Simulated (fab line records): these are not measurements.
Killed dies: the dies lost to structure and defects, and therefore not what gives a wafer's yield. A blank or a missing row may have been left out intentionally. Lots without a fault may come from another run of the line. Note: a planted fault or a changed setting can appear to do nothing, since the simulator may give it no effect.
A struck lot beside a sound one	flow nand harc	15 out of 1159 route steps
Sound: these wafers, L594.2, L594.5, L594.6. Struck: wafers L609.2, L609.5, L609.6. Last of all comes the cause.
Per side, at each step with rows, come the tool, then ch with its chambers, and then its first start. Under that, the readings that differ: sound wafers	struck wafers	difference of the means	sigmas: that difference in standard deviations of wafers without a fault.
alike: same words and numbers on both sides, and readings whose means sit less than 2 such deviations apart. not compared: any withheld reading, any reading some wafer has no value for, any bound like >300 that may hide the same value, and any number with overlapping values for which the record gives no deviation.
Wherever a step has rows on one side only, a row that says differs or no value, or a row with sigmas, the two part there. Numbers that have no deviation but don't overlap get no sigmas and don't part them. Lack of a reading on every wafer of one side parts them only where that side has two or more wafers.

first, 1 step without rows for these wafers: NHARC_A_ONON_D1_DEP_00 (target thk 1000 nm).
NHARC_A_ONON_D1_THK_MEAS_02: measures by ellipsometry.
  sound: film metro-01 at day 8 00:25; struck: film metro-01 at day 12 01:44
  alike: thk nm
then NHARC_A_ONON_D1_DEP_03 (target thk 1000 nm), 1 step lacking rows for these wafers.
NHARC_A_ONON_D1_THK_MEAS_05: measures by ellipsometry.
  sound: film metro-01 at day 8 00:59; struck: film metro-02 at day 12 02:19
  alike: thk nm
then NHARC_A_ONON_D1_DEP_06 (target thk 1000 nm), 1 step lacking rows for these wafers.
NHARC_A_ONON_D1_THK_MEAS_08: measures by ellipsometry.
  sound: film metro-01 at day 8 01:34; struck: film metro-02 at day 12 02:52
  alike: thk nm
then NHARC_A_ONON_D1_DEP_09 (target thk 1000 nm), 1 step lacking rows for these wafers.
NHARC_A_ONON_D1_THK_MEAS_11: measures by ellipsometry.
  sound: film metro-02 at day 8 02:09; struck: film metro-01 at day 12 03:26
  alike: thk nm
then NHARC_A_ONON_D1_DEP_12 (target thk 1000 nm), 1 step lacking rows for these wafers.
NHARC_A_ONON_D1_THK_MEAS_14: measures by ellipsometry.
  sound: film metro-02 at day 8 02:43; struck: film metro-02 at day 12 04:05
reading	sound	struck	difference	sigmas
thk nm (nm)	1007 1006 1007	986 984 984	-22	-3
then, 1 step without rows for these wafers: NHARC_A_ONON_D1_ANNEAL_15 (time 3600 s).
NHARC_A_ONON_D1_DEP_16: target thk 1000 nm.
  sound on pecvd onon-02 ch 0, day 8 09:25; struck on pecvd onon-04 ch 0, day 12 13:14
NHARC_A_ONON_D1_THK_MEAS_18: measures by ellipsometry.
  sound: film metro-02 at day 8 09:53; struck: film metro-02 at day 12 13:43
reading	sound	struck	difference	sigmas
thk nm (nm)	992 992 993	1553 1553 1552	+560	+59
then NHARC_A_ONON_D1_DEP_19 (target thk 1000 nm), 1 step lacking rows for these wafers.
-- jump in the record: it breaks off in module A_ONON_D1 and resumes in module END (first step shown: number 1159 of the route), and 14 days separate the struck wafers' starts before and after --
NHARC_END_SORT_01:
  the record has rows for the struck wafers here (prober-02 ch 0, day 26 06:53) and none for the sound ones

## WHERE THEY PART
At NHARC_A_ONON_D1_THK_MEAS_14 first; at NHARC_END_SORT_01 last (within this record only).

WHY: the cause the simulator had injected
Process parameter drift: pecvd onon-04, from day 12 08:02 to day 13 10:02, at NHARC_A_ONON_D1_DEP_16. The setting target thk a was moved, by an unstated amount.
